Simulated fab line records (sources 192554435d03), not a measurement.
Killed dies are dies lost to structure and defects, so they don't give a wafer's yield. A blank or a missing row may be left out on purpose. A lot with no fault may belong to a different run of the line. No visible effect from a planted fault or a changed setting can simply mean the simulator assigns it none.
2 desks looking at one fault || flow n5-finfet || each desk holds nothing but its own numbers, with what lay behind them at the end

## FOR THE TOOL OWNER'S DESK: rie-diel-03
The tool's own readings at N5_BEOL_M9_ETCH_76 (etches underlayer in N2/H2, target depth 6.5 nm, time 5.2 s): means of the sampled wafers that have a number, for each lot that ran on this tool. If a lot's mean is further than 4 standard deviations from the usual mean, the lot is out of limits and carries the mark OUT (the distance appears in the brackets).
Columns: A = chamber-pressure-mTorr at N5_BEOL_M9_ETCH_76, usual 30.00 mTorr; B = drypump-motor-current-A at N5_BEOL_M9_ETCH_76, usual 5.7 A; C = etch-rf-on-time-s at N5_BEOL_M9_ETCH_76, usual 5.20 s; D = oes-product-au at N5_BEOL_M9_ETCH_76, usual 0.65 a.u.; E = rf-vpp-V at N5_BEOL_M9_ETCH_76, usual 523.5 V; F = showerhead-plenum-p-Torr at N5_BEOL_M9_ETCH_76, usual 2.53 Torr; G = throttle-valve-pct at N5_BEOL_M9_ETCH_76, usual 17.98 %
{"lot": "L487", "first seen here": "day 12 10:45", "A": 29.97, "B": 5.9, "C": 5.22, "D": 0.65, "E": 527.0, "F": 2.62, "G": 18.14}
{"lot": "L489", "first seen here": "day 12 20:53", "A": 30.03, "B": 5.7, "C": 5.23, "D": 0.61, "E": 526.5, "F": 2.60, "G": 18.15}
{"lot": "L494", "first seen here": "day 13 22:06", "A": 30.02, "B": 5.7, "C": 5.53, "D": 0.59, "E": 525.6, "F": 2.60, "G": 18.17}
This desk found nothing out of limits on any of the 3 lots.

## THE DEFECT DESK
Lot by lot, what the route's inspections counted, given as the mean of those sampled wafers with a number. If a lot's mean is further than 4 standard deviations from the usual mean, the lot is out of limits and carries the mark OUT (the distance appears in the brackets).
Columns: A = raw-defect-count at N5_BEOL_M9_INSPECT_30, usual 420
{"lot": "L485", "first seen here": "day 12 05:52", "A": 396}
{"lot": "L487", "first seen here": "day 12 10:41", "A": 386}
{"lot": "L486", "first seen here": "day 12 17:54", "A": 567}
{"lot": "L489", "first seen here": "day 12 20:49", "A": 422}
{"lot": "L494", "first seen here": "day 13 21:52", "A": 331}
{"lot": "L502", "first seen here": "day 16 08:16", "A": 399}
{"lot": "L501", "first seen here": "day 16 18:17", "A": 351}
{"lot": "L506", "first seen here": "day 17 13:36", "A": 492}
{"lot": "L504", "first seen here": "day 18 06:05", "A": 520}
This desk found nothing out of limits on any of the 9 lots.

## ALL TOGETHER
The tool owner's desk saw nothing out of limits.
Nothing the defect desk looked at was out of limits.

## WHAT THE SIMULATOR HAD INSERTED
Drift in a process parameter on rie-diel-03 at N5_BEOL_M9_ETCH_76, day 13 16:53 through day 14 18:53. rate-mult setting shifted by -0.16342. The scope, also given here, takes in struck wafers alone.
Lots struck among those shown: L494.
